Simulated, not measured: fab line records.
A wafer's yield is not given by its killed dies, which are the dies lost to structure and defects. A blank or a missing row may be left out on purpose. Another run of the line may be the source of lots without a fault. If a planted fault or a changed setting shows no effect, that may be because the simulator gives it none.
Comparing a struck lot with a sound one ; flow n5Finfet ; 26 steps out of a route of 1938
Sound: the wafers L707.1, L707.4, L707.6. Struck: wafers L719.1, L719.4, L719.6. The cause comes at the end.
For every step that has rows: the tool of each side, followed by ch and its chambers, followed by its first start. Under that, the readings that differ: sound wafers ; struck wafers ; difference of the means ; sigmas: that difference in standard deviations of wafers without a fault.
alike: a reading whose means differ by less than 2 such deviations, as well as words and numbers matching on both sides. not compared: withheld readings; readings where some wafer has no value; bounds like >300 that might hide an equal value; numbers whose values overlap and for which the record gives no deviation.
Wherever a step has rows on one side only, a row that says differs or no value, or a row with sigmas, the two part there. When numbers do not overlap yet have no deviation, they are printed without sigmas and do not part them. A reading missing from all wafers of one side parts the sides only when that side holds two or more wafers.

first, 11 steps without rows for these wafers: N5_BEOL_M4_DESCUM_16 (chemistry O2, time 7 s); N5_BEOL_M4_ETCH_74 (etches underlayer in N2/H2, target depth 6.5 nm, time 5.2 s); N5_BEOL_M4_ETCH_63 (etches SiARC in CF4, target depth 15.6 nm, time 26 s); N5_BEOL_M4_ETCH_64 (etches SOC in N2/H2, target depth 75 nm, overetch 22.5 nm, time 121.9 s); N5_BEOL_M4_STRIP_65 (strips in N2/H2); N5_BEOL_M4_STRIP_75 (strips in N2/H2); N5_BEOL_M4_STRIP_66 (strips in CF4); N5_BEOL_M4_HM_OPEN_17 (chemistry Cl2/BCl3, target TiN, target depth 20 nm, overetch 6 nm); N5_BEOL_M4_STRIP_19 (strips in O2); N5_BEOL_M4_COAT_67 (time 60 s, resist thk 60 nm); N5_BEOL_M4_COAT_68 (time 60 s, resist thk 12 nm).
N5_BEOL_M4_COAT_76: time 60 s, resist thk 5 nm.
  sound on lithoTrack-03 ch 0, day 7 12:38; struck on lithoTrack-03 ch 0, day 10 15:32
reading;sound;struck;difference;sigmas
spinSpeedRpm (rpm);1500.6 1501.1 1502.0;1303.6 1305.1 1304.1;-197.0;-99 or more
model.underlayer_of_BEOL_M4_COAT_76.thkNm (nm);5 5 5;5.4 5.4 5.4;+0.4;
  alike: heaterPowerTotalW
then, 7 steps without rows for these wafers: N5_BEOL_M4_COAT_22 (resist thk 30 nm); N5_BEOL_M4_EBR_24; N5_BEOL_M4_SOFTBAKE_23 (time 60 s); N5_BEOL_M4_EXPOSE_25 (exposes mask V3, defocus 5 nm); N5_BEOL_M4_PEB_26 (peb time 60 s); N5_BEOL_M4_DEVELOP_27 (develop time 30 s); N5_BEOL_M4_DESCUM_33 (chemistry O2, time 7 s).
N5_BEOL_M4_ETCH_77: etches underlayer in N2/H2, target depth 6.5 nm, time 5.2 s.
  sound on rieDiel-03 ch 0,2,3, day 7 13:12; struck on rieDiel-06 ch 2,3, day 10 16:10
reading;sound;struck;difference;sigmas
etchRfOnTimeS (s);5.17 5.05 5.45;5.40 5.62 5.46;+0.27;+2
model.CAR-EUV_of_BEOL_M4_COAT_22.thkNm (nm);20.4 20.4 20.4;19.8 19.8 19.8;-0.6;
model.etch.depthNm (nm);5.004 4.999 4.998;5.371 5.378 5.378;+0.375;
  alike: drypumpMotorCurrentA, h2FlowSccm, oesProductAu, rfFwdPowerW, rfVppV, showerheadPlenumPTorr, throttleValvePct
  not compared: rfHoursCounterH
then, 2 steps without rows for these wafers: N5_BEOL_M4_ETCH_69 (etches SiARC in CF4, target depth 15.6 nm, time 26 s); N5_BEOL_M4_ALD_98 (deposits SiO2, target thk 2.5 nm, pulse time 1 s, co reactant pulse time 1 s).
N5_BEOL_M4_ETCHBACK_99: etches SiO2 in CHF3, target depth 5 nm, time 10.4 s.
  sound on rieDiel-03 ch 0,3, day 7 14:29; struck on rieDiel-03 ch 0,1,2, day 10 17:37
reading;sound;struck;difference;sigmas
oesProductAu (a.u.);0.86 0.92 0.93;0.87 0.77 0.75;-0.11;-2
model.CAR-EUV_of_BEOL_M4_COAT_22.thkNm (nm);10.6 10.4 10.6;9.8 9.8 10;-0.7;
  alike: drypumpMotorCurrentA, rfFwdPowerW, rfVppV, showerheadPlenumPTorr, throttleValvePct
  not compared: rfHoursCounterH
then, 1 step without rows for these wafers: N5_BEOL_M4_ETCH_70 (etches SOC in N2/H2, target depth 80 nm, overetch 24 nm, time 130 s).
N5_BEOL_M4_RC_MEAS_101:
  sound on prober-01 ch 0, day 7 19:10; struck on prober-02 ch 0, day 10 22:19
reading;sound;struck;difference;sigmas
DIBL_P (mV/V);34.5 31.2 34.5;38.5 38.4 40.0;+5.6;+2
  alike: DIBL_N, IOFF_N, IOFF_P, ION_N, ION_P, SS_N, SS_P, VT_N, VT_P
-- here the record skips 5 days between the struck wafers' starts before and after, leaving off in module BEOL_M4 and picking up in module PASSIVATION (first step shown: number 1936 of the route) --
N5_PASSIVATION_PROBE_49:
  struck on prober-01, day 15 13:27; sound on prober-01, day 12 00:34
  alike: defectLimitedYield, killed_at_M0_to_M3, killed_at_M4_up, killedAtContacts, killedAtFrontEnd, killedAtOther, killedDies, killedOpen, killedShort, sort_bin_5_function, sort_bin_6_memory, sort_bin_8_speed, sortNPass, sortYieldPct

WHERE THEY PART
First at N5_BEOL_M4_COAT_76; last, within this record, at N5_BEOL_M4_RC_MEAS_101. Later steps at which nothing parts them and some readings are alike: N5_PASSIVATION_PROBE_49.

WHY: what had been put in by the simulator
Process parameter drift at N5_BEOL_M4_COAT_76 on lithoTrack-03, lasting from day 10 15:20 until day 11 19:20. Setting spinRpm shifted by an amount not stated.
